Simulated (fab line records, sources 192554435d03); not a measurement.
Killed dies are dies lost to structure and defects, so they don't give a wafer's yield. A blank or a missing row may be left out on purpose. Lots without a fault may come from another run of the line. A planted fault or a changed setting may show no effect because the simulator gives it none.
Chamber matching | flow n5_finfet | N5_FIN_CUT_CUT_ETCH_27 on rie_diel-04: 4 sister chambers
The step etches SiO2 in CHF3/O2, target depth 4 nm, overetch 2 nm, time 4.9 s. 16 wafers are shown with their chamber, then 8 later ones without.

WAFERS WITH THEIR CHAMBER
wafer  | chamber | throttle_valve_pct (%) | drypump_motor_current_A (A) | showerhead_plenum_p_Torr (Torr)
L075.1 | 0       | 18.94                  | 5.9                         | 2.40
L075.3 | 1       | 18.76                  | 5.3                         | 2.41
L075.5 | 1       | 18.78                  | 5.2                         | 2.41
L078.2 | 3       | 18.65                  | 5.1                         | 2.36
L078.3 | 0       | 18.95                  | 5.9                         | 2.40
L078.6 | 1       | 18.77                  | 5.2                         | 2.41
L086.2 | 1       | 18.79                  | 5.2                         | 2.40
L086.3 | 2       | 19.24                  | 5.7                         | 2.30
L086.4 | 0       | 18.97                  | 5.9                         | 2.39
L087.1 | 1       | 18.78                  | 5.2                         | 2.40
L087.3 | 2       | 19.24                  | 5.7                         | 2.30
L087.5 | 1       | 18.80                  | 5.2                         | 2.40
L088.1 | 0       | 18.98                  | 5.9                         | 2.39
L088.4 | 3       | 18.66                  | 5.2                         | 2.35
L088.5 | 0       | 18.98                  | 5.9                         | 2.39
L090.1 | 0       | 18.98                  | 5.9                         | 2.39

SIGNATURES (means of the wafers above)
reading                  | chamber 0 | chamber 1 | chamber 2 | chamber 3 | scatter within a chamber
throttle_valve_pct       | 18.9667   | 18.7800   | 19.2400   | 18.6550   | 0.0147
drypump_motor_current_A  | 5.900     | 5.217     | 5.700     | 5.150     | 0.0333
showerhead_plenum_p_Torr | 2.3933    | 2.4050    | 2.3000    | 2.3550    | 0.00527
Rule: a wafer's distance from a chamber is the root of the sum, over the readings, of the square of ((its reading less the chamber's mean) divided by the reading's scatter). The wafer belongs to the nearest chamber; if the next one is less than 2 further off, it can't be placed. The scatter: the root of (the sum of the squares of (reading less its chamber's mean) over the shown wafers, divided by (wafers less chambers)).

WAFERS WITHOUT THEIR CHAMBER
wafer  | throttle_valve_pct (%) | drypump_motor_current_A (A) | showerhead_plenum_p_Torr (Torr)
L090.3 | 19.24                  | 5.7                         | 2.30
L090.6 | 18.98                  | 5.9                         | 2.39
L091.1 | 18.83                  | 5.3                         | 2.40
L091.2 | 18.99                  | 5.9                         | 2.39
L091.4 | 18.67                  | 5.2                         | 2.35
L092.1 | 19.27                  | 5.7                         | 2.30
L092.2 | 18.66                  | 5.1                         | 2.35
L092.3 | 18.99                  | 5.9                         | 2.39

WHICH CHAMBER EACH WENT THROUGH
wafer  | from the rows above | in truth
L090.3 | 2                   | 2
L090.6 | 0                   | 0
L091.1 | 1                   | 1
L091.2 | 0                   | 0
L091.4 | 3                   | 3
L092.1 | 2                   | 2
L092.2 | 3                   | 3
L092.3 | 0                   | 0
Placed correctly: 8 of 8. Can't be placed from these rows: 0. Placed wrongly: 0.
